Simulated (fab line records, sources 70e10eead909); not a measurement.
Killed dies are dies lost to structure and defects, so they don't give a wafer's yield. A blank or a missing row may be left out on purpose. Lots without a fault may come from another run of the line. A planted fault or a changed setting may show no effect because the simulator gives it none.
Tool commonality check | flow nand_harc | 14 lots, 42 wafers sampled

WHY IT WAS OPENED
At NHARC_A_ONON_D2_THK_MEAS_14 the reading thk_nm is flagged on 2 of 14 lots. Wafers without a fault read 999 nm, standard deviation 9.9.
Rule: a lot is flagged when every wafer of it that has a number lies more than 4 standard deviations from that mean, or none has a number. The other lots count as sound.

lot  | measured     | on            | thk_nm (nm), wafer by wafer | flag
L204 | day 12 23:04 | film_metro-01 | 982 980 981                 |
L205 | day 13 04:19 | film_metro-01 | 997 999 999                 |
L208 | day 14 02:23 | film_metro-02 | 969 969 971                 |
L207 | day 14 02:25 | film_metro-01 | 1014 1011 1014              |
L209 | day 14 22:47 | film_metro-01 | 992 993 992                 |
L212 | day 15 18:19 | film_metro-01 | 1004 1004 1005              |
L211 | day 15 18:21 | film_metro-01 | 996 997 994                 |
L214 | day 16 22:07 | film_metro-01 | 997 996 996                 |
L213 | day 16 22:08 | film_metro-01 | 1017 1018 1018              |
L216 | day 17 16:39 | film_metro-02 | 1000 1001 998               |
L215 | day 17 16:41 | film_metro-01 | 1007 1006 1003              |
L218 | day 18 22:17 | film_metro-01 | 1000 1001 999               |
L221 | day 20 02:57 | film_metro-01 | 492 492 491                 | FLAGGED
L224 | day 20 19:33 | film_metro-01 | 499 499 499                 | FLAGGED
The numbers of the flagged lots are 495 nm on average: -504 nm against the usual, or -51 standard deviations.

WHICH TOOL RAN EACH LOT
The record holds 2 process steps before the reading, out of a route of 1302 steps. In each cell: the tool, then ch and the chambers that the sampled wafers went through, then the start.
lot  | flag    | NHARC_A_DECK1_JOINT_ETCHBACK_00  | NHARC_A_ONON_D2_DEP_12
L204 |         | rie_si-04 ch 2,3, day 11 19:01   | pecvd_onon-03 ch 0, day 12 22:34
L205 |         | rie_si-04 ch 0,1,2, day 12 02:10 | pecvd_onon-01 ch 0, day 13 03:49
L208 |         | rie_si-03 ch 0,1,2, day 13 00:52 | pecvd_onon-02 ch 0, day 14 01:53
L207 |         | rie_si-02 ch 2,3, day 13 00:51   | pecvd_onon-03 ch 0, day 14 01:53
L209 |         | rie_si-02 ch 0,2,3, day 13 20:46 | pecvd_onon-03 ch 0, day 14 22:20
L212 |         | rie_si-02 ch 1,2,3, day 14 16:19 | pecvd_onon-03 ch 0, day 15 17:49
L211 |         | rie_si-04 ch 0,1, day 14 16:20   | pecvd_onon-01 ch 0, day 15 17:54
L214 |         | rie_si-03 ch 2,3, day 15 18:25   | pecvd_onon-03 ch 0, day 16 21:43
L213 |         | rie_si-02 ch 0,3, day 15 18:24   | pecvd_onon-02 ch 0, day 16 21:40
L216 |         | rie_si-04 ch 1,2,3, day 16 17:20 | pecvd_onon-03 ch 0, day 17 16:08
L215 |         | rie_si-03 ch 0,1,2, day 16 13:13 | pecvd_onon-01 ch 0, day 17 16:14
L218 |         | rie_si-02 ch 0,1,2, day 17 17:32 | pecvd_onon-02 ch 0, day 18 21:47
L221 | FLAGGED | rie_si-02 ch 0,1,2, day 18 20:13 | pecvd_onon-03 ch 0, day 20 02:28
L224 | FLAGGED | rie_si-04 ch 0,1,3, day 19 20:16 | pecvd_onon-03 ch 0, day 20 19:02
What these steps do:
- NHARC_A_DECK1_JOINT_ETCHBACK_00: etches the open film in HBr, target depth 30 nm, time 17.4 s.
- NHARC_A_ONON_D2_DEP_12: target thk 1000 nm.
- NHARC_A_ONON_D2_THK_MEAS_14: measures by ellipsometry.

FLAGGED OVER TOTAL, TOOL BY TOOL (the gauges that took the reading come last)
step                            | tool          | lots run | flagged | share of the flagged lots | sound lots run after its first flagged lot
NHARC_A_DECK1_JOINT_ETCHBACK_00 | rie_si-02     | 6        | 1       | some                      | 0
NHARC_A_DECK1_JOINT_ETCHBACK_00 | rie_si-03     | 3        | 0       | none                      | -
NHARC_A_DECK1_JOINT_ETCHBACK_00 | rie_si-04     | 5        | 1       | some                      | 0
NHARC_A_ONON_D2_DEP_12          | pecvd_onon-01 | 3        | 0       | none                      | -
NHARC_A_ONON_D2_DEP_12          | pecvd_onon-02 | 3        | 0       | none                      | -
NHARC_A_ONON_D2_DEP_12          | pecvd_onon-03 | 8        | 2       | all                       | 0
NHARC_A_ONON_D2_THK_MEAS_14     | film_metro-01 | 12       | 2       | all                       | 0
NHARC_A_ONON_D2_THK_MEAS_14     | film_metro-02 | 2        | 0       | none                      | -

WHAT THE TABLE ALLOWS
2 rows of the table ran every flagged lot: pecvd_onon-03 at NHARC_A_ONON_D2_DEP_12, film_metro-01 at NHARC_A_ONON_D2_THK_MEAS_14.
- pecvd_onon-03 at NHARC_A_ONON_D2_DEP_12: 2 of its 8 lots flagged. Its last sound lot is L216 (day 17 16:08), its first flagged lot L221 (day 20 02:28): a fault that began between those two fits.
- film_metro-01 at NHARC_A_ONON_D2_THK_MEAS_14: 2 of its 12 lots flagged. Its last sound lot is L218 (day 18 22:17), its first flagged lot L221 (day 20 02:57): a fault that began between those two fits.
Counting lots can't tell these 2 tools apart, because each fits a fault that began at some hour. More lots, or a look at what each step does to the wafer, might.

WHAT THE SIMULATOR HAD PUT IN
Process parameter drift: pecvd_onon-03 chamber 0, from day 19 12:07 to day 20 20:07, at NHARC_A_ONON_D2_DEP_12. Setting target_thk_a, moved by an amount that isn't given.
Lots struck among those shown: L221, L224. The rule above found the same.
